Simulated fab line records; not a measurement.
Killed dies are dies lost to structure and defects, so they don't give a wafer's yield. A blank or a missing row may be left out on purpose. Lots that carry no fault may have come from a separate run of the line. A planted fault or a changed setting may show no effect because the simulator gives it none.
A struck lot beside a sound one :: flow n5 finfet :: 29 steps out of a route of 1938
Sound: these wafers, L225.1, L225.3, L225.5. Struck: wafer L240.2. (L240.1, L240.3 of the same lot were not struck and are left out.) The cause comes at the end.
For every step that has rows: the tool of each side, followed by ch and its chambers, followed by its first start. Under that, the readings that differ: sound wafers :: struck wafers :: difference of the means :: sigmas: that difference in standard deviations of wafers without a fault.
alike: a reading whose means differ by less than 2 such deviations, as well as words and numbers matching on both sides. not compared: withheld readings; readings where some wafer has no value; bounds like >300 that might hide an equal value; numbers whose values overlap and for which the record gives no deviation.
The two part at a step that has a row with sigmas, a row that says differs or no value, or rows on one side only. Numbers that don't overlap but have no deviation are shown without sigmas and don't part them. Lack of a reading on every wafer of one side parts them only where that side has two or more wafers.

first, 4 steps without rows for these wafers: N5_BEOL_M9_SOFTBAKE_06 (time 60 s); N5_BEOL_M9_EXPOSE_08 (exposes mask M9); N5_BEOL_M9_PEB_09 (peb time 60 s); N5_BEOL_M9_DEVELOP_10 (develop time 30 s).
N5_BEOL_M9_CD_MEAS_11 targets a cd of 64.1 nm.
  sound on cd sem-01 ch 0, day 9 07:16; struck on cd sem-03 ch 0, day 13 16:38
  alike: cd nm
N5_BEOL_M9_OVL_MEAS_12:
  sound on overlay-02 ch 0, day 9 07:19; struck on overlay-02 ch 0, day 13 16:40
  alike: M9_OVL
N5_BEOL_M9_INSPECT_13: inspects for defects (brightfield).
  sound: defect inspect-02 at day 9 07:20; struck: defect inspect-02 at day 13 16:41
  alike: raw defect count
N5_BEOL_M9_DESCUM_16: chemistry O2, time 7.9 s.
  sound on rie diel-04 ch 1,3, day 9 07:22; struck on rie diel-02 ch 2, day 13 16:43
  alike: drypump motor current A, oes product au, rf vpp V, showerhead plenum p Torr, throttle valve pct
  not compared: rf hours counter h
N5_BEOL_M9_ETCH_61: etches SiARC in CF4, target depth 39 nm, time 65 s.
  sound on rie diel-04 ch 1,3, day 9 07:24; struck on rie diel-02 ch 2, day 13 16:46
reading: etch rf on time s (s)
sound: 66.0 67.4 67.1
struck: 64.4
difference: -2.4
sigmas: -2
  alike: drypump motor current A, mfc ar sccm, oes product au, rf vpp V, showerhead plenum p Torr, throttle valve pct
  not compared: rf hours counter h
N5_BEOL_M9_ETCH_62: etches SOC in N2/H2, target depth 110 nm, overetch 22 nm, time 165 s.
  sound on rie diel-04 ch 1,3, day 9 07:27; struck on rie diel-02 ch 2, day 13 16:49
  alike: drypump motor current A, oes product au, rf vpp V, showerhead plenum p Torr, throttle valve pct
  not compared: rf hours counter h
then, 1 step without rows for these wafers: N5_BEOL_M9_STRIP_68 (strips in N2/H2).
N5_BEOL_M9_STRIP_67: strips in CF4.
  sound on rie diel-04 ch 1,3, day 9 07:36; struck on rie diel-02 ch 2, day 13 16:58
  alike: drypump motor current A, oes product au, power w, rf vpp V, showerhead plenum p Torr, throttle valve pct
  not compared: rf hours counter h
N5_BEOL_M9_HM_OPEN_17: chemistry Cl2/BCl3, target TiN, target depth 20 nm, overetch 6 nm.
  sound on rie metal-02 ch 0,1, day 9 07:38; struck on rie metal-01 ch 1, day 13 17:00
  alike: drypump motor current A, mfc ar sccm, oes product au, throttle valve pct
  not compared: rf hours counter h
then, 1 step without rows for these wafers: N5_BEOL_M9_STRIP_19 (strips in O2).
N5_BEOL_M9_CD_MEAS_18: pitch 140 nm, target cd 70 nm.
  sound: cd sem-01 at day 9 07:50; struck: cd sem-02 at day 13 17:11
reading: cd nm (nm)
sound: 69.8 68.8 69.9
struck: 70.9
difference: +1.4
sigmas: +2
then, 9 steps without rows for these wafers: N5_BEOL_M9_COAT_63 (time 60 s, resist thk 60 nm); N5_BEOL_M9_COAT_64 (time 60 s, resist thk 12 nm); N5_BEOL_M9_COAT_75 (time 60 s, resist thk 5 nm); N5_BEOL_M9_COAT_22 (resist thk 30 nm); N5_BEOL_M9_EBR_24; N5_BEOL_M9_SOFTBAKE_23 (time 60 s); N5_BEOL_M9_EXPOSE_25 (exposes mask V8); N5_BEOL_M9_PEB_26 (peb time 60 s); N5_BEOL_M9_DEVELOP_27 (develop time 30 s).
N5_BEOL_M9_CD_MEAS_28 targets a cd of 70 nm.
  sound on cd sem-03 ch 0, day 9 10:23; struck on cd sem-01 ch 0, day 13 18:30
  alike: cd nm
N5_BEOL_M9_OVL_MEAS_29:
  sound on overlay-01 ch 0, day 9 10:25; struck on overlay-02 ch 0, day 13 18:32
  alike: V8_OVL
N5_BEOL_M9_INSPECT_30: inspects for defects (brightfield).
  sound: defect inspect-01 at day 9 10:28; struck: defect inspect-01 at day 13 18:35
reading: raw defect count
sound: 418 654 303
struck: 732
difference: +274
sigmas: +3
N5_BEOL_M9_DESCUM_33: chemistry O2, time 7 s.
  sound on rie diel-04 ch 0,2, day 9 10:30; struck on rie diel-02 ch 2, day 13 18:37
  alike: drypump motor current A, oes product au, rf vpp V, showerhead plenum p Torr, throttle valve pct
  not compared: rf hours counter h
-- record jumps: 3 days separate the struck wafers' starts on either side; left off in module BEOL_M9, taken up again in module PASSIVATION, whose first shown step is the route's number 1936 --
N5_PASSIVATION_PROBE_49:
  sound: prober-01 at day 12 02:49; struck: prober-01 at day 16 14:41
reading: defect limited yield (%)
sound: 91.9 92.5 94.7
struck: 87.1
difference: -5.9
sigmas: -4

reading: killed_at_M4_up
sound: 17 8 5
struck: 87
difference: +77
sigmas: +14

reading: killed dies
sound: 96 88 63
struck: 152
difference: +70
sigmas: +4

reading: killed on rim
sound: 9 15 2
struck: 31
difference: +22
sigmas: +6

reading: sort_bin_5_function (%)
sound: 4.1 4.4 3.5
struck: 8.1
difference: +4.1
sigmas: +5

reading: sort n pass
sound: 1084 1092 1117
struck: 1028
difference: -70
sigmas: -4

reading: sort yield pct (%)
sound: 91.9 92.5 94.7
struck: 87.1
difference: -5.9
sigmas: -4
  alike: killed_at_M0_to_M3, killed at contacts, killed at front end, killed at other, killed open, killed short, sort_bin_6_memory

WHERE THEY PART
Last at N5_PASSIVATION_PROBE_49 as far as this record goes, first at N5_BEOL_M9_ETCH_61.

WHY: what the simulator had put in
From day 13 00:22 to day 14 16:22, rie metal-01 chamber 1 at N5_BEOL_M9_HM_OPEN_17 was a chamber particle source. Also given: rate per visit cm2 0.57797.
